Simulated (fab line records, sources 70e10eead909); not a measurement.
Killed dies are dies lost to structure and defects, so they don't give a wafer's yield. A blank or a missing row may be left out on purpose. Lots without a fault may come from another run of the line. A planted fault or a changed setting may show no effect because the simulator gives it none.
Which tool did it? | flow nand_harc | 24 lots, 72 wafers sampled, at 6 steps of a route of 1159

WHAT THE GAUGES READ, wafer by wafer
NHARC_P_GATE_CD_MEAS_91: target cd 2000 nm. Usual: cd_nm 1999.7 nm, standard deviation 1.3.
lot  | measured     | on        | cd_nm (nm)           | flag
L074 | day 5 04:25  | cd_sem-02 | 1999.0 2000.7 1997.3 |
L076 | day 5 17:08  | cd_sem-03 | 2000.9 2001.1 2001.0 |
L075 | day 5 17:31  | cd_sem-01 | 2000.0 1998.4 2000.5 |
L077 | day 6 00:08  | cd_sem-01 | 2000.7 1999.1 2000.2 |
L078 | day 6 00:43  | cd_sem-02 | 2000.9 2001.1 2000.7 |
L080 | day 6 21:46  | cd_sem-02 | 1997.7 2000.7 2000.1 |
L079 | day 7 00:17  | cd_sem-01 | 2001.2 1999.5 1998.1 |
L081 | day 7 04:20  | cd_sem-01 | 2001.1 2000.6 2002.0 |
L082 | day 7 07:28  | cd_sem-02 | 2003.6 2000.9 2001.4 |
L083 | day 7 07:56  | cd_sem-01 | 2000.2 2002.8 2001.2 |
L085 | day 7 21:31  | cd_sem-03 | 1999.3 1998.4 1999.5 |
L084 | day 7 23:50  | cd_sem-02 | 1998.7 1999.8 1998.8 |
L086 | day 8 12:59  | cd_sem-03 | 1999.6 2001.4 1999.7 |
L087 | day 8 13:41  | cd_sem-03 | 1999.2 2001.5 1999.6 |
L088 | day 8 22:20  | cd_sem-02 | 1999.0 1998.4 1998.6 |
L089 | day 9 02:34  | cd_sem-02 | 1999.5 1998.8 1999.1 |
L090 | day 9 07:39  | cd_sem-01 | 1998.8 2000.7 1998.4 |
L092 | day 9 14:47  | cd_sem-01 | 1999.1 1998.7 1999.6 |
L091 | day 9 15:08  | cd_sem-02 | 1997.9 1998.8 2000.6 |
L093 | day 9 22:12  | cd_sem-03 | 2000.9 1999.4 2001.5 |
L094 | day 10 06:02 | cd_sem-03 | 1997.6 1998.7 1998.4 |
L095 | day 10 16:04 | cd_sem-02 | 2001.0 1998.9 1998.3 |
L097 | day 10 20:23 | cd_sem-03 | 1998.8 2000.1 1999.5 |
L096 | day 10 21:19 | cd_sem-02 | 2000.4 1997.8 1998.0 |

NHARC_P_CONTACT_INSPECT_27. Usual: raw_defect_count 302, standard deviation 120.
lot  | measured     | on                | raw_defect_count | flag
L074 | day 5 13:59  | defect_inspect-01 | 153 257 154      |
L076 | day 6 03:23  | defect_inspect-02 | 435 410 235      |
L075 | day 6 03:56  | defect_inspect-01 | 402 380 327      |
L077 | day 6 11:56  | defect_inspect-02 | 328 443 171      |
L078 | day 6 12:28  | defect_inspect-02 | 451 127 337      |
L080 | day 7 05:54  | defect_inspect-02 | 335 145 565      |
L079 | day 7 08:09  | defect_inspect-02 | 284 427 193      |
L081 | day 7 12:28  | defect_inspect-01 | 250 234 196      |
L082 | day 7 16:04  | defect_inspect-01 | 363 178 179      |
L083 | day 7 16:13  | defect_inspect-02 | 231 237 228      |
L085 | day 8 06:47  | defect_inspect-02 | 353 355 370      |
L084 | day 8 08:08  | defect_inspect-02 | 440 526 450      |
L086 | day 8 21:17  | defect_inspect-02 | 200 402 428      |
L087 | day 9 02:11  | defect_inspect-01 | 160 206 232      |
L088 | day 9 15:55  | defect_inspect-02 | 456 290 146      |
L089 | day 9 19:49  | defect_inspect-02 | 251 167 250      |
L090 | day 9 20:23  | defect_inspect-02 | 225 159 333      |
L092 | day 9 23:31  | defect_inspect-01 | 222 387 249      |
L091 | day 9 23:41  | defect_inspect-01 | 273 519 257      |
L093 | day 10 06:28 | defect_inspect-02 | 215 193 207      |
L094 | day 10 17:28 | defect_inspect-01 | 596 522 524      |
L095 | day 11 00:04 | defect_inspect-01 | 171 117 265      |
L097 | day 11 04:40 | defect_inspect-02 | 381 298 313      |
L096 | day 11 05:33 | defect_inspect-02 | 224 251 282      |

WHICH TOOL RAN EACH LOT (tool, then ch and the chambers of the sampled wafers, then the start)
lot  | NHARC_P_GATE_STRIP_111               | NHARC_P_CONTACT_CMP_01        | NHARC_P_CONTACT_ETCH_36                       | NHARC_P_CONTACT_STRIP_28
L074 | plasma_asher-01 ch 0, day 5 01:34    | cmp-04 ch 0,2,3, day 5 08:32  | rie_diel-10 ch 0,2, day 5 10:59 or earlier    | rie_diel-10 ch 1,2, day 5 10:59
L076 | plasma_asher-01 ch 0,1, day 5 14:08  | cmp-02 ch 1,3, day 5 21:01    | rie_diel-06 ch 0,1,2, day 5 23:01 or earlier  | rie_diel-13 ch 1,2, day 5 23:01
L075 | plasma_asher-02 ch 0,1, day 5 14:24  | cmp-03 ch 0,1,2, day 5 21:35  | rie_diel-10 ch 0,3, day 5 23:33 or earlier    | rie_diel-13 ch 1,2, day 5 23:33
L077 | plasma_asher-01 ch 0,1, day 5 21:18  | cmp-02 ch 0,1, day 6 04:24    | rie_diel-13 ch 0,1,3, day 6 06:23 or earlier  | rie_diel-06 ch 0,3, day 6 06:23
L078 | plasma_asher-02 ch 0,1, day 5 21:47  | cmp-03 ch 0,2,3, day 6 04:52  | rie_diel-13 ch 0,3, day 6 06:48 or earlier    | rie_diel-10 ch 1,2,3, day 6 06:48
L080 | plasma_asher-01 ch 0,1, day 6 18:47  | cmp-03 ch 0,1, day 7 01:40    | rie_diel-10 ch 0,1,2, day 7 03:44 or earlier  | rie_diel-10 ch 1,3, day 7 03:44
L079 | plasma_asher-01 ch 0,1, day 6 21:13  | cmp-04 ch 0,1,3, day 7 04:13  | rie_diel-13 ch 0,2, day 7 06:02 or earlier    | rie_diel-13 ch 0,1,2, day 7 06:02
L081 | plasma_asher-01 ch 0,1, day 7 01:34  | cmp-04 ch 0,1,3, day 7 08:27  | rie_diel-13 ch 2,3, day 7 10:17 or earlier    | rie_diel-10 ch 1,3, day 7 10:17
L082 | plasma_asher-01 ch 0,1, day 7 04:42  | cmp-02 ch 0,1, day 7 11:22    | rie_diel-13 ch 1,3, day 7 13:47 or earlier    | rie_diel-13 ch 0,1,3, day 7 13:47
L083 | plasma_asher-01 ch 0,1, day 7 05:04  | cmp-03 ch 0,2, day 7 12:00    | rie_diel-10 ch 0,2,3, day 7 13:49 or earlier  | rie_diel-10 ch 0,1, day 7 13:49
L085 | plasma_asher-02 ch 0,1, day 7 18:37  | cmp-04 ch 0,1,2, day 8 01:46  | rie_diel-13 ch 0,1,2, day 8 03:45 or earlier  | rie_diel-10 ch 1,2, day 8 03:45
L084 | plasma_asher-02 ch 0,1, day 7 20:53  | cmp-04 ch 1,2, day 8 04:09    | rie_diel-10 ch 0,2,3, day 8 05:59 or earlier  | rie_diel-06 ch 2,3, day 8 05:59
L086 | plasma_asher-02 ch 0,1, day 8 10:07  | cmp-03 ch 0,2,3, day 8 17:09  | rie_diel-10 ch 0,1,2, day 8 19:07 or earlier  | rie_diel-13 ch 1,2,3, day 8 19:07
L087 | plasma_asher-02 ch 0,1, day 8 10:49  | cmp-02 ch 0,2,3, day 8 17:32  | rie_diel-06 ch 0,2,3, day 8 19:32 or earlier  | rie_diel-13 ch 0,1,2, day 8 19:32
L088 | plasma_asher-01 ch 0,1, day 8 19:27  | cmp-04 ch 0,1,3, day 9 03:09  | rie_diel-13 ch 2,3, day 9 05:04 or earlier    | rie_diel-10 ch 0,1,2, day 9 05:04
L089 | plasma_asher-01 ch 0,1, day 8 23:49  | cmp-03 ch 0,2,3, day 9 06:28  | rie_diel-10 ch 2,3, day 9 08:23 or earlier    | rie_diel-10 ch 0,1, day 9 08:23
L090 | plasma_asher-02 ch 0,1, day 9 04:52  | cmp-02 ch 0,1,2, day 9 11:35  | rie_diel-13 ch 0,1,3, day 9 13:33 or earlier  | rie_diel-10 ch 1,2,3, day 9 13:33
L092 | plasma_asher-01 ch 0,1, day 9 12:05  | cmp-04 ch 0,1,3, day 9 18:46  | rie_diel-13 ch 0,1,2, day 9 20:46 or earlier  | rie_diel-13 ch 0,1,2, day 9 20:46
L091 | plasma_asher-02 ch 0,1, day 9 12:28  | cmp-03 ch 0,2, day 9 19:37    | rie_diel-10 ch 0,3, day 9 21:34 or earlier    | rie_diel-13 ch 0,1,2, day 9 21:34
L093 | plasma_asher-01 ch 0,1, day 9 19:23  | cmp-04 ch 1,2,3, day 10 02:25 | rie_diel-13 ch 0,1,2, day 10 04:16 or earlier | rie_diel-06 ch 0,2,3, day 10 04:16
L094 | plasma_asher-02 ch 0,1, day 10 03:23 | cmp-04 ch 1,2, day 10 09:53   | rie_diel-13 ch 1,3, day 10 11:46 or earlier   | rie_diel-13 ch 1,2,3, day 10 11:46
L095 | plasma_asher-02 ch 0,1, day 10 12:16 | cmp-02 ch 1,2,3, day 10 19:58 | rie_diel-10 ch 0,2,3, day 10 21:54 or earlier | rie_diel-13 ch 0,3, day 10 21:54
L097 | plasma_asher-02 ch 0,1, day 10 17:27 | cmp-04 ch 1,2,3, day 11 00:22 | rie_diel-13 ch 0,2,3, day 11 02:31 or earlier | rie_diel-13 ch 0,2,3, day 11 02:31
L096 | plasma_asher-01 ch 0,1, day 10 18:36 | cmp-04 ch 0,1,2, day 11 01:24 | rie_diel-10 ch 0,1, day 11 03:25 or earlier   | rie_diel-13 ch 1,2,3, day 11 03:25
- NHARC_P_GATE_STRIP_111: strips in N2/H2, time 250 s.
- NHARC_P_CONTACT_CMP_01: polishes SiO2, target thk 200 nm.
- NHARC_P_CONTACT_ETCH_36: etches the open film in N2/H2, target depth 260 nm, time 406.25 s.
- NHARC_P_CONTACT_STRIP_28: strips in O2.

WHAT THE TOOLS THEMSELVES READ (means of the sampled wafers that have a number; where no wafer has one, the mark that the record gives instead)
NHARC_P_GATE_STRIP_111. Usual: drypump_motor_current_A 6.0 A, standard deviation 0.42; heater_power_w 84.3 W, standard deviation 2.5.
lot  | tool            | drypump_motor_current_A (A) | heater_power_w (W) | flag
L074 | plasma_asher-01 | 5.4                         | 88.0               |
L076 | plasma_asher-01 | 6.0                         | 85.1               |
L075 | plasma_asher-02 | 6.2                         | 82.9               |
L077 | plasma_asher-01 | 5.7                         | 84.4               |
L078 | plasma_asher-02 | 5.9                         | 83.3               |
L080 | plasma_asher-01 | 6.0                         | 85.1               |
L079 | plasma_asher-01 | 6.0                         | 86.1               |
L081 | plasma_asher-01 | 6.0                         | 84.5               |
L082 | plasma_asher-01 | 5.7                         | 84.1               |
L083 | plasma_asher-01 | 5.7                         | 84.2               |
L085 | plasma_asher-02 | 5.9                         | 82.3               |
L084 | plasma_asher-02 | 6.2                         | 84.1               |
L086 | plasma_asher-02 | 6.2                         | 83.6               |
L087 | plasma_asher-02 | 5.9                         | 81.6               |
L088 | plasma_asher-01 | 5.7                         | 84.5               |
L089 | plasma_asher-01 | 6.0                         | 83.8               |
L090 | plasma_asher-02 | 6.2                         | 84.5               |
L092 | plasma_asher-01 | 5.7                         | 83.4               |
L091 | plasma_asher-02 | 6.2                         | 85.1               |
L093 | plasma_asher-01 | 5.7                         | 84.1               |
L094 | plasma_asher-02 | 5.9                         | 81.7               |
L095 | plasma_asher-02 | 6.2                         | 85.1               |
L097 | plasma_asher-02 | 5.9                         | 83.1               |
L096 | plasma_asher-01 | 6.0                         | 84.4               |

NHARC_P_CONTACT_CMP_01. Usual: motor_current_A 11.7 A, standard deviation 1.1.
lot  | tool   | motor_current_A (A) | flag
L074 | cmp-04 | 11.8                |
L076 | cmp-02 | 12.3                |
L075 | cmp-03 | 11.7                |
L077 | cmp-02 | 10.4                |
L078 | cmp-03 | 11.8                |
L080 | cmp-03 | 11.3                |
L079 | cmp-04 | 11.0                |
L081 | cmp-04 | 11.4                |
L082 | cmp-02 | 10.3                |
L083 | cmp-03 | 11.4                |
L085 | cmp-04 | 11.4                |
L084 | cmp-04 | 10.5                |
L086 | cmp-03 | 12.0                |
L087 | cmp-02 | 12.1                |
L088 | cmp-04 | 11.4                |
L089 | cmp-03 | 11.8                |
L090 | cmp-02 | 11.8                |
L092 | cmp-04 | 11.4                |
L091 | cmp-03 | 11.9                |
L093 | cmp-04 | 11.2                |
L094 | cmp-04 | 11.1                |
L095 | cmp-02 | 12.3                |
L097 | cmp-04 | 11.0                |
L096 | cmp-04 | 11.3                |

NHARC_P_CONTACT_ETCH_36. Usual: drypump_motor_current_A 5.8 A, standard deviation 0.55; oes_product_au 0.999 a.u., standard deviation 0.0071; rf_vpp_V 432.3 V, standard deviation 2.3; showerhead_plenum_p_Torr 2.10 Torr, standard deviation 0.078; throttle_valve_pct 14.173 %, standard deviation 0.01.
lot  | tool        | drypump_motor_current_A (A) | oes_product_au (a.u.) | rf_vpp_V (V) | showerhead_plenum_p_Torr (Torr) | throttle_valve_pct (%) | flag
L074 | rie_diel-10 | 6.4                         | 1.000                 | 434.5        | 2.17                            | 14.176                 |
L076 | rie_diel-06 | 5.7                         | 0.997                 | 431.3        | 2.08                            | 14.176                 |
L075 | rie_diel-10 | 5.4                         | 0.995                 | 433.1        | 2.09                            | 14.169                 |
L077 | rie_diel-13 | 5.6                         | 0.997                 | 432.2        | 2.11                            | 14.176                 |
L078 | rie_diel-13 | 5.9                         | 1.004                 | 430.4        | 2.05                            | 14.171                 |
L080 | rie_diel-10 | 6.4                         | 0.996                 | 432.6        | 2.11                            | 14.173                 |
L079 | rie_diel-13 | 5.7                         | 1.002                 | 431.8        | 2.07                            | 14.174                 |
L081 | rie_diel-13 | 5.5                         | 1.006                 | 433.8        | 2.16                            | 14.172                 |
L082 | rie_diel-13 | 5.2                         | 1.003                 | 434.4        | 2.17                            | 14.172                 |
L083 | rie_diel-10 | 5.9                         | 1.001                 | 433.2        | 2.13                            | 14.166                 |
L085 | rie_diel-13 | 5.6                         | 1.007                 | 431.7        | 2.08                            | 14.164                 |
L084 | rie_diel-10 | 5.9                         | 0.998                 | 433.5        | 2.13                            | 14.174                 |
L086 | rie_diel-10 | 6.4                         | 1.006                 | 432.8        | 2.10                            | 14.173                 |
L087 | rie_diel-06 | 5.7                         | 0.988                 | 431.3        | 2.07                            | 14.184                 |
L088 | rie_diel-13 | 5.5                         | 0.999                 | 433.9        | 2.15                            | 14.173                 |
L089 | rie_diel-10 | 5.8                         | 0.987                 | 434.0        | 2.13                            | 14.166                 |
L090 | rie_diel-13 | 5.6                         | 0.998                 | 432.3        | 2.10                            | 14.169                 |
L092 | rie_diel-13 | 5.6                         | 1.002                 | 431.9        | 2.08                            | 14.168                 |
L091 | rie_diel-10 | 6.0                         | 1.001                 | 433.0        | 2.13                            | 14.170                 |
L093 | rie_diel-13 | 5.6                         | 0.998                 | 430.8        | 2.08                            | 14.177                 |
L094 | rie_diel-13 | 5.3                         | 0.999                 | 433.9        | 2.17                            | 14.180                 |
L095 | rie_diel-10 | 5.9                         | 1.003                 | 432.7        | 2.13                            | 14.176                 |
L097 | rie_diel-13 | 5.7                         | 0.999                 | 431.5        | 2.09                            | 14.168                 |
L096 | rie_diel-10 | 6.5                         | 0.996                 | 433.2        | 2.10                            | 14.172                 |

NHARC_P_CONTACT_STRIP_28. Usual: drypump_motor_current_A 5.8 A, standard deviation 0.54; oes_product_au 0.998 a.u., standard deviation 0.0079; rf_vpp_V 58.0 V, standard deviation 0.9; showerhead_plenum_p_Torr 3.61 Torr, standard deviation 0.13; throttle_valve_pct 17.037 %, standard deviation 0.0097.
lot  | tool        | drypump_motor_current_A (A) | oes_product_au (a.u.) | rf_vpp_V (V) | showerhead_plenum_p_Torr (Torr) | throttle_valve_pct (%) | flag
L074 | rie_diel-10 | 6.4                         | 0.996                 | 57.9         | 3.55                            | 17.034                 |
L076 | rie_diel-13 | 5.4                         | 0.996                 | 57.8         | 3.68                            | 17.043                 |
L075 | rie_diel-13 | 5.5                         | 0.999                 | 58.5         | 3.68                            | 17.043                 |
L077 | rie_diel-06 | 5.7                         | 0.996                 | 59.0         | 3.65                            | 17.045                 |
L078 | rie_diel-10 | 5.9                         | 1.005                 | 57.3         | 3.58                            | 17.045                 |
L080 | rie_diel-10 | 5.9                         | 1.004                 | 57.1         | 3.48                            | 17.044                 |
L079 | rie_diel-13 | 5.6                         | 1.003                 | 57.8         | 3.60                            | 17.035                 |
L081 | rie_diel-10 | 5.4                         | 1.004                 | 57.3         | 3.52                            | 17.034                 |
L082 | rie_diel-13 | 5.6                         | 1.002                 | 58.3         | 3.63                            | 17.036                 |
L083 | rie_diel-10 | 6.4                         | 1.000                 | 58.0         | 3.53                            | 17.031                 |
L085 | rie_diel-10 | 6.4                         | 0.997                 | 57.5         | 3.54                            | 17.025                 |
L084 | rie_diel-06 | 5.4                         | 0.990                 | 58.6         | 3.65                            | 17.042                 |
L086 | rie_diel-13 | 5.4                         | 1.002                 | 58.7         | 3.70                            | 17.047                 |
L087 | rie_diel-13 | 5.6                         | 1.005                 | 58.2         | 3.60                            | 17.041                 |
L088 | rie_diel-10 | 6.4                         | 1.004                 | 57.8         | 3.63                            | 17.030                 |
L089 | rie_diel-10 | 6.4                         | 0.999                 | 57.7         | 3.53                            | 17.039                 |
L090 | rie_diel-10 | 5.9                         | 0.987                 | 57.9         | 3.58                            | 17.035                 |
L092 | rie_diel-13 | 5.6                         | 0.999                 | 58.2         | 3.60                            | 17.039                 |
L091 | rie_diel-13 | 5.6                         | 1.002                 | 57.9         | 3.59                            | 17.042                 |
L093 | rie_diel-06 | 5.7                         | 0.988                 | 58.1         | 3.56                            | 17.049                 |
L094 | rie_diel-13 | 5.4                         | 1.001                 | 58.8         | 3.70                            | 17.043                 |
L095 | rie_diel-13 | 5.7                         | 0.994                 | 58.8         | 3.63                            | 17.038                 |
L097 | rie_diel-13 | 5.7                         | 1.001                 | 58.3         | 3.60                            | 17.045                 |
L096 | rie_diel-13 | 5.4                         | 1.001                 | 58.2         | 3.70                            | 17.031                 |

THE ANSWER, worked out from the rows above alone
Rule: a lot is off if the mean of its wafers that have a number lies more than 3 standard deviations from the usual mean. A lot without any number at a reading at which 4 lots or more have one is off too. The other lots that the step has rows for count as sound. The gauges are gone through in route order, then the tools' own readings, and for those a lot's mean is taken as printed above. The first step at which some lot is off is used, and at that step the reading that is off furthest; a lot without a number counts as furthest.
No lot is off at any reading shown: from this, nothing can be told.

WHAT THE SIMULATOR HAD PUT IN
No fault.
